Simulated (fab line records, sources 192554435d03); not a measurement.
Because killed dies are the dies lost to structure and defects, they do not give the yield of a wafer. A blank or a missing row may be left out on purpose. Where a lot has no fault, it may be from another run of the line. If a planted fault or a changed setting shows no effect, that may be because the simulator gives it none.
Chamber matching	flow n5 finfet	rie diel-05 running N5_BEOL_M8_STRIP_19: 4 sister chambers
The step strips in O2. 20 wafers are shown with their chamber, then 10 later ones without.

WAFERS, EACH WITH ITS CHAMBER
wafer	chamber	showerhead plenum p Torr (Torr)	throttle valve pct (%)	oes product au (a.u.)
L076.1	0	2.19	16.69	0.80
L076.2	3	2.09	16.79	0.68
L076.3	2	2.20	16.14	0.88
L076.4	1	1.97	16.60	0.70
L076.5	2	2.20	16.16	0.88
L076.6	1	1.97	16.60	0.69
L079.3	2	2.20	16.16	0.87
L079.4	1	1.97	16.62	0.70
L079.6	2	2.20	16.13	0.88
L082.1	0	2.18	16.71	0.79
L082.2	2	2.20	16.18	0.86
L082.3	1	1.96	16.62	0.69
L086.1	1	1.96	16.64	0.68
L086.4	2	2.20	16.19	0.84
L086.5	1	1.96	16.65	0.68
L089.3	0	2.18	16.75	0.77
L089.4	0	2.18	16.75	0.76
L089.6	1	1.96	16.64	0.66
L090.2	2	2.19	16.21	0.83
L090.4	2	2.19	16.20	0.82

SIGNATURES (means of the wafers above)
reading	chamber 0	chamber 1	chamber 2	chamber 3	scatter within a chamber
showerhead plenum p Torr	2.1825	1.9643	2.1975	2.0900	0.00498
throttle valve pct	16.7250	16.6243	16.1713	16.7900	0.0259
oes product au	0.7800	0.6857	0.8575	0.6800	0.0199
Rule: a wafer lies at a distance from a chamber equal to the root of the sum of squares, over the readings, of (its reading less the chamber's mean, divided by the reading's scatter). The wafer belongs to the nearest chamber; if the next one is less than 2 further off, it can't be placed. The scatter: take each reading less its chamber's mean, square it, sum over the shown wafers, divide by the number of wafers less the number of chambers, and take the root.

WAFERS MISSING THEIR CHAMBER
wafer	showerhead plenum p Torr (Torr)	throttle valve pct (%)	oes product au (a.u.)
L090.6	2.18	16.77	0.76
L091.1	2.19	16.18	0.83
L091.3	2.18	16.75	0.77
L091.6	2.18	16.75	0.76
L092.2	2.08	16.40	0.97
L092.4	2.08	16.39	0.97
L092.6	2.17	16.76	0.76
L097.2	2.07	16.43	0.92
L097.4	2.17	16.79	0.74
L097.6	2.21	16.28	0.92

WHICH CHAMBER EACH ONE RAN IN
wafer	from the rows above	in truth
L090.6	0	0
L091.1	2	2
L091.3	0	0
L091.6	0	0
L092.2	3	3
L092.4	3	3
L092.6	0	0
L097.2	3	3
L097.4	0	0
L097.6	2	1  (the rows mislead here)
Correct placement for 9 of the 10. Not placeable from these rows: 0. 1 placed wrongly.
